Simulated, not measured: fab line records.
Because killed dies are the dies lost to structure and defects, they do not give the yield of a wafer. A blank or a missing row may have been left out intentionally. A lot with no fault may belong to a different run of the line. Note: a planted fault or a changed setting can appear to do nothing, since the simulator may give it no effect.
Chamber matching / flow nandHarc / pecvd-01 running NHARC_A_STAIRCASE_DEP_325: 3 sister chambers
The step deposits SiO2, target thk 3800 nm. 3 wafers are shown with their chamber, then 9 later ones without.

WAFERS PAIRED WITH THEIR CHAMBERS
wafer=L076.6; chamber=2; heaterPowerW (W)=658
wafer=L086.5; chamber=1; heaterPowerW (W)=686
wafer=L086.6; chamber=0; heaterPowerW (W)=618

WAFERS WITHOUT THEIR CHAMBER
wafer=L090.1; heaterPowerW (W)=823
wafer=L090.2; heaterPowerW (W)=787
wafer=L090.5; heaterPowerW (W)=621
wafer=L093.3; heaterPowerW (W)=765
wafer=L093.5; heaterPowerW (W)=619
wafer=L093.6; heaterPowerW (W)=652
wafer=L092.3; heaterPowerW (W)=701
wafer=L092.4; heaterPowerW (W)=655
wafer=L092.6; heaterPowerW (W)=604

THE CHAMBER EACH PASSED THROUGH
wafer=L090.1; from the rows above=can't be placed: 1 or 2 or 0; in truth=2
wafer=L090.2; from the rows above=can't be placed: 1 or 2 or 0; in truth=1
wafer=L090.5; from the rows above=can't be placed: 0 or 2 or 1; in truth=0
wafer=L093.3; from the rows above=can't be placed: 1 or 2 or 0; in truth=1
wafer=L093.5; from the rows above=can't be placed: 0 or 2 or 1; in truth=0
wafer=L093.6; from the rows above=can't be placed: 2 or 0 or 1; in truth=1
wafer=L092.3; from the rows above=can't be placed: 1 or 2 or 0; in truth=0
wafer=L092.4; from the rows above=can't be placed: 2 or 1 or 0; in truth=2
wafer=L092.6; from the rows above=can't be placed: 0 or 2 or 1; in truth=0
Correct placement for 0 of the 9. Cannot be placed on the basis of these rows: 9; the candidates contain the true chamber in 9. Placed wrongly: 0.
How it was worked out, from the rows above alone: a wafer's distance from a chamber is the root of the sum, over the readings, of the square of ((its reading less the chamber's mean) divided by the reading's scatter). If the next closest chamber is less than 2 further off than the closest, the wafer can't be placed; otherwise it belongs to the closest. For every chamber, the mean is computed from those of its wafers that are shown. The scatter: with one shown wafer a chamber, the root of the mean of the squares of how far each hidden wafer lies from its nearest shown one.
